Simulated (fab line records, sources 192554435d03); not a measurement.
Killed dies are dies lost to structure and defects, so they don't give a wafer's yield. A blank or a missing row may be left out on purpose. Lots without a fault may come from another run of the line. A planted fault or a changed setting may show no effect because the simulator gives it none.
fab line records | flow n5_finfet
record lots=10 wafers=30 last_day=17
route steps=1938 shown BEOL_M3@945 BEOL_M4@1111 PASSIVATION@1936
lots that met no fault: from a run of the same line without faults
start_h: hours from the record's first day to the start of the lot's first wafer shown | wait_h: hours since the lot's step before | " the same as in the row above | L1.1+2: a row that stands for several wafers | - no value, or no start given | * or withheld: withheld | < > ~ a bound
route shown NAME@n: a module of which the file shows steps, and the number in the route of the first | usual: mean/standard deviation of fault-free wafers | same: alike in all rows | chamber/n: place in a boat | sites: the reading at each site | _std_site: their standard deviation | _edge_site: outer sites' mean less inner sites' | radius_mm: how far each site lies from the wafer's centre | mask NAME#n: copy n | behind: the tool/chamber that last shaped the wafer | hold: why the lot was held/for how many hours/how that ended | device: the transistor (n, p or np) that didn't switch | end of line: the same wafers' tests at the end of the route | a step without rows: its recipe alone | killed: dies lost to structure and defects at the first sort, not the wafer's yield | map: a wafer's dies, x killed, . not, _ none there
set.NAME: the setting as run; set.NAME@STEP: as run at that earlier step | model.NAME: the simulator's own value behind a step, which no gauge read
steps of the route over a sample of lots; a table a step, a row a wafer
services: from which hour (start_h, from the record's first day; less than 0 if before it) a tool's chamber was out of use, for how many hours, and why
## steps
# step N5_BEOL_M3_OVL_MEAS_12
# recipe points_per_wafer=522
# usual M3_OVL=-0.5/0.61
# columns lot.wafer tool chamber start_h wait_h M3_OVL[nm]
L339.2 overlay-02 0 148.19 0.0 -0.9
L339.4 " 0 " " -0.2
L339.6 " 0 " " -1.2
L340.2 overlay-01 0 158.54 0.0 -0.4
L340.5 " 0 " " -1.6
L340.6 " 0 " " -1.1
L342.1 overlay-02 0 162.47 0.0 0.2
L342.2 " 0 " " -0.5
L342.6 " 0 " " 0.1
L344.1 overlay-01 0 171.68 0.0 -0.8
L344.3 " 0 " " -0.6
L344.5 " 0 " " -0.6
L351.1 overlay-02 0 222.09 0.0 -0.4
L351.4 " 0 " " -1.6
L351.6 " 0 " " -1.0
L353.2 overlay-01 0 228.47 0.0 -1.6
L353.5 " 0 " " -0.6
L353.6 " 0 " " -0.1
L352.1 overlay-02 0 228.58 0.0 -1.0
L352.3 " 0 " " -1.0
L352.6 " 0 " " 0.2
L356.2 overlay-01 0 261.41 0.0 0.2
L356.3 " 0 " " -0.1
L356.5 " 0 " " 0.1
L360.3 overlay-01 0 276.19 0.0 -0.1
L360.5 " 0 " " -1.4
L360.6 " 0 " " -0.5
L361.1 overlay-02 0 282.24 0.0 0.0
L361.2 " 0 " " -0.8
L361.6 " 0 " " -0.9
# step N5_BEOL_M3_STRIP_66
# recipe chemistry=CF4 resist=SiARC power_w=300 bias_power_w=75 pressure_mtorr=50 cf4_flow_sccm=150 rf_frequency_hz=6e+07
# usual bias_power_w=74.99/0.25 drypump_motor_current_A=5.84/0.24 oes_product_au=0.77/0.073 rf_fwd_power_W=292.7/0.81 rf_vpp_V=271.0/1.4 showerhead_plenum_p_Torr=1.80/0.048 throttle_valve_pct=13.56/0.22
# columns lot.wafer tool chamber start_h wait_h bias_power_w drypump_motor_current_A oes_product_au rf_fwd_power_W rf_hours_counter_h rf_vpp_V showerhead_plenum_p_Torr throttle_valve_pct
L339.2 rie_diel-06 2 148.48 0.0 75.21 6.05 0.70 292.7 189 272.2 1.76 13.61
L339.4 " 0 " " 75.31 5.78 0.73 291.5 164 270.6 1.86 13.66
L339.6 " 3 " " 75.24 5.76 0.71 293.1 - 272.2 1.80 13.99
L340.2 rie_diel-02 2 158.83 0.0 75.19 5.96 0.74 293.5 158 270.9 1.77 13.30
L340.5 " 1 " " 74.31 5.98 0.83 292.7 - 272.5 1.89 13.30
L340.6 " 0 " " 75.05 5.49 0.92 294.0 - 271.2 1.79 13.39
L342.1 rie_diel-02 0 162.85 0.0 74.97 5.51 0.91 292.3 12 271.8 1.79 13.40
L342.2 " 1 " " 74.96 5.99 0.83 291.7 58 273.3 1.89 13.31
L342.6 " 3 " " 75.07 6.15 0.92 293.4 - 270.6 1.78 13.26
L344.1 rie_diel-03 1 171.98 0.0 74.67 5.48 0.70 292.9 202 272.0 1.76 13.88
L344.3 " 2 " " 75.35 6.02 0.78 293.3 82 268.9 1.83 13.60
L344.5 " 3 " " 74.46 5.83 0.71 292.2 - 272.1 1.85 13.62
L351.1 rie_diel-03 0 222.52 0.0 74.97 5.74 0.74 293.1 180 270.6 1.73 13.75
L351.4 " 1 " " 75.51 5.49 0.70 292.7 218 270.5 1.76 13.91
L351.6 " 0 " " 75.03 5.72 0.74 292.0 - 271.5 1.73 13.73
L353.2 rie_diel-03 2 228.80 0.0 74.81 6.04 0.76 292.5 99 272.1 1.83 13.65
L353.5 " 0 " " 74.79 5.73 0.74 292.1 - 270.3 1.73 13.75
L353.6 " 1 " " 74.70 5.48 0.69 293.4 - 272.0 1.76 13.91
L352.1 rie_diel-03 3 229.03 0.0 74.78 5.78 0.69 293.6 239 272.2 1.85 13.66
L352.3 " 2 " " 75.16 6.05 0.76 293.0 99 271.1 1.82 13.63
L352.6 " 0 " " 75.64 5.70 0.73 292.9 - 268.9 1.73 13.75
L356.2 rie_diel-03 0 261.76 0.0 75.37 5.74 0.73 293.5 185 269.2 1.73 13.77
L356.3 " 2 " " 74.86 6.05 0.76 292.2 110 272.9 1.82 13.66
L356.5 " 0 " " 75.14 5.74 0.73 293.1 - 269.0 1.73 13.77
L360.3 rie_diel-03 1 276.47 0.0 74.48 5.51 0.68 292.7 236 270.1 1.75 13.97
L360.5 " 1 " " 74.92 5.49 0.68 292.8 - 269.4 1.75 13.95
L360.6 " 2 " " 74.96 6.05 0.76 294.8 - 271.4 1.82 13.68
L361.1 rie_diel-02 3 282.84 0.0 75.00 6.15 0.84 291.7 42 270.7 1.77 13.35
L361.2 " 0 " " 74.86 5.47 0.85 292.1 50 269.7 1.78 13.48
L361.6 " 2 " " 74.86 5.93 0.71 293.4 - 271.3 1.76 13.41
# step N5_BEOL_M3_COAT_67
# recipe resist=SOC temp_c=250 time_s=60 spin_rpm=1500 resist_thk_nm=60
# usual chill_plate_temp_C=22.99/0.1 exhaust_pa=44.9/0.93 spin_speed_rpm=1499.9/1.1
# columns lot.wafer tool chamber start_h wait_h chill_plate_temp_C exhaust_pa spin_speed_rpm
L339.2 litho_track-02 0 148.84 0.0 22.90 44.7 1499.9
L339.4 " 0 " " 22.87 44.1 1499.0
L339.6 " 0 " " 22.87 45.5 1501.2
L340.2 litho_track-02 0 159.09 0.0 22.93 43.9 1500.4
L340.5 " 0 " " 23.09 44.4 1497.1
L340.6 " 0 " " 23.11 43.6 1499.1
L342.1 litho_track-02 0 163.20 0.0 23.04 44.7 1377.0
L342.2 " 0 " " 23.07 45.6 1377.5
L342.6 " 0 " " 22.87 46.0 1377.4
L344.1 litho_track-02 0 172.24 0.0 23.01 45.1 1377.6
L344.3 " 0 " " 22.92 45.2 1376.3
L344.5 " 0 " " 22.98 44.3 1379.5
L351.1 litho_track-05 0 222.78 0.0 23.09 45.1 1499.2
L351.4 " 0 " " 23.07 44.8 1500.1
L351.6 " 0 " " 23.13 45.5 1498.1
L353.2 litho_track-04 0 229.15 0.0 22.90 45.8 1500.4
L353.5 " 0 " " 23.01 44.7 1498.8
L353.6 " 0 " " 23.08 45.3 1498.3
L352.1 litho_track-04 0 229.37 0.0 23.06 45.4 1500.1
L352.3 " 0 " " 22.94 44.7 1500.6
L352.6 " 0 " " 22.87 45.6 1498.9
L356.2 litho_track-02 0 262.07 0.0 23.07 43.6 1499.0
L356.3 " 0 " " 22.90 43.9 1501.0
L356.5 " 0 " " 23.08 43.0 1499.6
L360.3 litho_track-05 0 276.81 0.0 22.94 44.8 1498.4
L360.5 " 0 " " 22.98 44.9 1501.8
L360.6 " 0 " " 22.85 43.6 1500.5
L361.1 litho_track-02 0 283.14 0.0 23.04 43.9 1500.8
L361.2 " 0 " " 23.06 44.4 1500.6
L361.6 " 0 " " 22.92 44.9 1499.8
# step N5_BEOL_M3_OVL_MEAS_29
# recipe points_per_wafer=522
# usual V2_OVL=0.1/0.74
# columns lot.wafer tool chamber start_h wait_h V2_OVL[nm]
L339.2 overlay-02 0 149.28 0.0 -0.5
L339.4 " 0 " " 0.1
L339.6 " 0 " " 0.1
L340.2 overlay-02 0 159.53 0.0 -0.4
L340.5 " 0 " " -0.7
L340.6 " 0 " " -0.8
L342.1 overlay-01 0 163.64 0.0 -1.2
L342.2 " 0 " " -0.9
L342.6 " 0 " " -0.8
L344.1 overlay-01 0 172.68 0.0 0.4
L344.3 " 0 " " 0.2
L344.5 " 0 " " 1.2
L351.1 overlay-01 0 223.10 0.0 -0.6
L351.4 " 0 " " -0.5
L351.6 " 0 " " 0.0
L353.2 overlay-02 0 229.47 0.0 -1.5
L353.5 " 0 " " -1.5
L353.6 " 0 " " -0.5
L352.1 overlay-02 0 229.70 0.0 -0.1
L352.3 " 0 " " 0.6
L352.6 " 0 " " 0.2
L356.2 overlay-02 0 262.52 0.0 0.3
L356.3 " 0 " " -0.6
L356.5 " 0 " " -0.1
L360.3 overlay-01 0 277.14 0.0 -0.5
L360.5 " 0 " " 0.2
L360.6 " 0 " " -0.1
L361.1 overlay-02 0 283.58 0.0 0.5
L361.2 " 0 " " 1.1
L361.6 " 0 " " 0.9
# step N5_BEOL_M4_RC_MEAS_101
# usual DIBL_N=36.8/2.2 DIBL_P=37.1/2.8 IOFF_N=0.17/0.04 IOFF_P=0.22/0.049 ION_N=672/16 ION_P=460/9.2 SS_N=71.6/0.69 SS_P=73.5/0.78 VT_N=249/3.6 VT_P=-250/3.9
# columns lot.wafer tool chamber start_h wait_h DIBL_N[mV/V] DIBL_P[mV/V] IOFF_N[nA/um] IOFF_P[nA/um] ION_N[uA/um] ION_P[uA/um] SS_N[mV/dec] SS_P[mV/dec] VT_N[mV] VT_P[mV]
L339.2 prober-02 0 166.00 0.2 33.5 34.2 0.13 0.17 640 445 71.0 72.6 253 -250
L339.4 " 0 " " 36.9 39.3 0.18 0.26 683 475 71.3 73.9 251 -248
L339.6 " 0 " " 35.6 37.0 0.17 0.23 674 460 71.7 73.7 250 -248
L340.2 prober-02 0 177.80 0.2 35.8 33.7 0.13 0.16 652 444 71.7 73.2 256 -257
L340.5 " 0 " " 37.0 36.1 0.14 0.19 650 448 72.7 73.2 258 -255
L340.6 " 0 " " 36.4 35.2 0.14 0.18 658 447 72.3 72.8 253 -256
L342.1 prober-01 0 179.49 0.0 38.7 39.2 0.19 0.25 684 468 71.9 74.3 246 -246
L342.2 " 0 " " 37.9 38.7 0.18 0.24 680 468 72.0 73.4 245 -248
L342.6 " 0 " " 39.3 41.2 0.21 0.31 684 468 72.5 74.8 245 -247
L344.1 prober-02 0 186.90 0.0 30.5 28.5 0.08 0.11 647 444 70.0 72.0 257 -259
L344.3 " 0 " " 38.6 40.2 0.21 0.25 664 456 72.3 74.9 248 -253
L344.5 " 0 " " 37.9 38.6 0.20 0.22 683 463 72.4 74.4 248 -251
L351.1 prober-02 0 242.97 0.0 33.8 33.3 0.12 0.21 645 455 70.3 72.8 253 -248
L351.4 " 0 " " 36.5 36.7 0.15 0.27 659 468 71.6 73.7 252 -247
L351.6 " 0 " " 32.0 31.2 0.10 0.18 656 461 70.1 72.2 255 -248
L353.2 prober-01 0 243.33 0.2 38.5 37.9 0.19 0.23 677 463 71.9 73.2 249 -249
L353.5 " 0 " " 36.3 34.9 0.14 0.18 656 455 71.9 72.3 252 -253
L353.6 " 0 " " 38.6 39.1 0.19 0.26 683 467 71.8 73.4 246 -248
L352.1 prober-01 0 254.96 0.0 37.3 36.9 0.17 0.24 691 473 71.6 73.0 249 -243
L352.3 " 0 " " 34.7 34.5 0.13 0.22 666 471 71.1 72.8 249 -247
L352.6 " 0 " " 36.9 37.7 0.17 0.27 687 484 71.4 72.6 248 -244
L356.2 prober-02 0 280.17 0.2 34.0 33.7 0.13 0.19 664 458 70.4 73.1 252 -252
L356.3 " 0 " " 36.2 35.2 0.15 0.20 652 452 71.9 73.1 252 -254
L356.5 " 0 " " 34.6 33.4 0.14 0.17 659 455 71.2 73.2 250 -253
L360.3 prober-02 0 303.15 0.3 34.2 34.1 0.13 0.16 643 441 72.1 72.9 254 -256
L360.5 " 0 " " 34.4 35.3 0.13 0.18 671 459 71.4 73.7 253 -255
L360.6 " 0 " " 36.8 37.6 0.17 0.21 685 456 72.5 74.1 248 -252
L361.1 prober-01 0 304.53 0.0 37.5 38.1 0.20 0.27 678 460 72.5 73.3 244 -244
L361.2 " 0 " " 37.0 37.6 0.18 0.27 678 468 71.6 73.6 248 -244
L361.6 " 0 " " 37.4 38.8 0.21 0.29 691 465 72.0 72.6 245 -242
# step N5_PASSIVATION_PROBE_49
# usual defect_limited_yield=91.1/1.5 killed_at_M0_to_M3=35/11 killed_at_M4_up=13/5.7 killed_at_contacts=12/5.7 killed_at_front_end=40/11 killed_at_other=4/4.4 killed_dies=105/18 killed_on_rim=14/3.9 killed_open=68/14 killed_short=34/7.4 sort_bin_5_function=5.2/1 sort_bin_6_memory=3.3/0.67 sort_bin_8_speed=0.04/0.29 sort_n_pass=1074/18 sort_yield_pct=91.0/1.5
# same gross_dies=1180 killed_at_back_side=0 sort_bin_4_leakage[%]=0
# columns lot.wafer tool chamber start_h wait_h defect_limited_yield[%] killed_at_M0_to_M3 killed_at_M4_up killed_at_contacts killed_at_front_end killed_at_other killed_dies killed_on_rim killed_open killed_short sort_bin_5_function[%] sort_bin_6_memory[%] sort_bin_8_speed[%] sort_n_pass sort_yield_pct[%]
L353.2 prober-02 - 345.61 0.1 93.1 30 5 8 30 9 82 11 42 37 4.4 2.3 0 1098 93.1
L353.5 prober-02 - 345.76 0.2 92.1 27 12 12 41 1 93 7 56 37 4.6 3.0 0 1087 92.1
L353.6 prober-02 - 345.81 0.3 92.5 27 11 10 28 13 89 12 52 29 4.5 2.8 0 1091 92.5
L352.1 prober-02 - 356.17 0.0 90.5 34 17 10 50 1 112 15 76 34 6.4 2.8 0 1068 90.5
L352.3 prober-02 - 356.27 0.1 89.8 51 17 6 43 3 120 11 75 42 5.6 4.2 0 1060 89.8
L352.6 prober-02 - 356.42 0.3 91.3 41 7 15 34 6 103 17 66 37 4.9 3.2 0 1077 91.3
L356.2 prober-01 - 383.15 0.1 90.5 24 19 29 39 1 112 17 75 31 5.6 3.4 0 1068 90.5
L356.3 prober-01 - 383.20 0.1 92.8 23 16 9 36 1 85 8 53 30 3.3 3.4 0 1095 92.8
L356.5 prober-01 - 383.30 0.2 92.3 21 9 9 50 2 91 22 53 32 3.6 3.1 0 1089 92.3
L360.3 prober-01 - 401.60 0.1 91.9 37 14 5 35 5 96 10 59 37 5.0 2.9 0.42 1079 91.4
L360.5 prober-01 - 401.70 0.2 92.7 45 1 12 24 4 86 6 48 38 3.7 3.1 0 1094 92.7
L360.6 prober-01 - 401.75 0.3 91.0 35 14 7 46 4 106 11 64 41 5.2 3.4 0 1074 91.0
# killed by level:class
L353.2 BEOL_M0_SAQP:geometric_particle:short=10 STI_FIN_REVEAL:geometric_particle:open=8 MOL_CONTACT_COAG:geometric_particle:open=6 BEOL_M3:geometric_particle:open=6 GATE_CUT:geometric_particle:short=5 BEOL_M3:geometric_particle:short=4 MIM_TOP_ETCH:geometric_particle:open=4 STI_FIN_REVEAL:geometric_particle:short=3
L353.5 FIN_SAQP:geometric_particle:short=12 MOL_CONTACT_COAG:geometric_particle:open=10 BEOL_M0_SAQP:geometric_particle:open=8 GATE_CUT:geometric_particle:open=7 STI_FIN_REVEAL:geometric_particle:open=5 GATE_CUT:geometric_particle:short=5 BEOL_M0_SAQP:geometric_particle:short=5 BEOL_M2:geometric_particle:open=5
L353.6 MIM_TOP_ETCH:area_etch=8 MOL_CONTACT_COAG:geometric_particle:open=6 BEOL_M2:geometric_particle:open=6 BEOL_M0_SAQP:geometric_particle:open=5 BEOL_M4:geometric_particle:open=5 ILD0:geometric_particle:short=4 MOL_CONTACT_COAG:geometric_particle:short=4 BEOL_M0:geometric_particle:open=4
L352.1 FIN_SAQP:geometric_particle:open=13 MOL_CONTACT_COAG:geometric_particle:open=9 FIN_SAQP:geometric_particle:short=8 STI_FIN_REVEAL:geometric_particle:open=8 BEOL_M3:geometric_particle:open=7 BEOL_M4:geometric_particle:open=7 ILD0:geometric_particle:short=6 BEOL_M0_SAQP:geometric_particle:short=6
L352.3 BEOL_M0_SAQP:geometric_particle:short=13 BEOL_M0_SAQP:geometric_particle:open=12 FIN_SAQP:geometric_particle:open=10 BEOL_M1:geometric_particle:open=10 BEOL_M4:geometric_particle:open=10 GATE_CUT:geometric_particle:short=9 BEOL_M2:geometric_particle:open=7 DUMMY_GATE:geometric_particle:open=6
L352.6 FIN_SAQP:geometric_particle:open=19 MOL_CONTACT_COAG:geometric_particle:open=11 BEOL_M3:geometric_particle:open=10 BEOL_M0_SAQP:geometric_particle:short=7 BEOL_M2:geometric_particle:open=7 BEOL_M0_SAQP:geometric_particle:open=6 FIN_SAQP:geometric_particle:short=5 BEOL_M0:geometric_particle:open=5
L356.2 MOL_CONTACT_COAG:geometric_particle:open=22 BEOL_M4:geometric_particle:open=10 FIN_SAQP:geometric_particle:short=7 FIN_SAQP:geometric_particle:open=7 MOL_CONTACT_COAG:geometric_particle:short=7 ILD0:geometric_particle:open=6 BEOL_M0_SAQP:geometric_particle:short=6 BEOL_M1:geometric_particle:open=6
L356.3 BEOL_M0_SAQP:geometric_particle:open=8 FIN_SAQP:geometric_particle:open=7 FIN_SAQP:geometric_particle:short=7 MOL_CONTACT_COAG:geometric_particle:open=7 BEOL_M2:geometric_particle:open=7 STARTING-WAFER:geometric_particle:open=6 GATE_CUT:geometric_particle:short=4 BEOL_M4:geometric_particle:open=4
L356.5 FIN_SAQP:geometric_particle:short=8 FIN_SAQP:geometric_particle:open=7 STI_FIN_REVEAL:geometric_particle:open=7 MOL_CONTACT_COAG:geometric_particle:open=7 HKMG_FIN:area_etch=6 BEOL_M2:geometric_particle:open=5 BEOL_M0_SAQP:geometric_particle:short=5 BEOL_M4:geometric_particle:open=5
L360.3 STI_FIN_REVEAL:geometric_particle:open=8 BEOL_M0_SAQP:geometric_particle:short=7 BEOL_M1:geometric_particle:open=6 DUMMY_GATE:geometric_particle:open=6 GATE_CUT:geometric_particle:open=5 BEOL_M0:geometric_particle:short=5 BEOL_M2:geometric_particle:open=5 GATE_CUT:geometric_particle:short=4
L360.5 MOL_CONTACT_COAG:geometric_particle:open=11 BEOL_M0:geometric_particle:short=10 BEOL_M0_SAQP:geometric_particle:short=7 BEOL_M2:geometric_particle:short=7 BEOL_M3:geometric_particle:open=7 DUMMY_GATE:geometric_particle:open=6 FIN_SAQP:geometric_particle:short=4 STI_FIN_REVEAL:geometric_particle:open=4
L360.6 STI_FIN_REVEAL:geometric_particle:open=13 BEOL_M1:geometric_particle:open=10 STARTING-WAFER:geometric_particle:short=7 FIN_SAQP:geometric_particle:open=6 MOL_CONTACT_COAG:geometric_particle:open=6 BEOL_M0_SAQP:geometric_particle:short=6 BEOL_M0_SAQP:geometric_particle:open=5 BEOL_M3:geometric_particle:open=5
## services
# columns tool chamber start_h hours kind
rie_diel-02 3 133.06 - clean
rie_diel-02 3 133.06 - consumable_replace:focus_ring
rie_diel-02 3 133.06 21.0 scheduled_down
rie_diel-02 3 133.06 21.0 vent_cycle
rie_diel-03 - 220.73 0.9 repair
rie_diel-02 3 229.20 1.3 repair
rie_diel-03 0 237.94 16.9 repair
rie_diel-03 3 265.27 - clean
rie_diel-03 3 265.27 - consumable_replace:esc
rie_diel-03 3 265.27 - consumable_replace:focus_ring
rie_diel-03 3 265.27 20.3 scheduled_down
rie_diel-03 3 265.27 20.3 vent_cycle
## key
first_sign step=N5_BEOL_M3_COAT_67 reading=spin_speed_rpm direction=down sigmas=99+ usual=* struck=*
effect none on later readings
met_at N5_BEOL_M3_COAT_67
struck_lots L342,L344
not_acting_at N5_BEOL_M3_OVL_MEAS_12,N5_BEOL_M3_STRIP_66,N5_BEOL_M3_OVL_MEAS_29
onset_between 159.09 163.20
fault kind=process_parameter_drift tool=litho_track-02 chamber=- onset_h=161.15 steps=N5_BEOL_M3_COAT_67 channel=spin_rpm offset=* shape=step end_h=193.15 acts_in=* stated=*
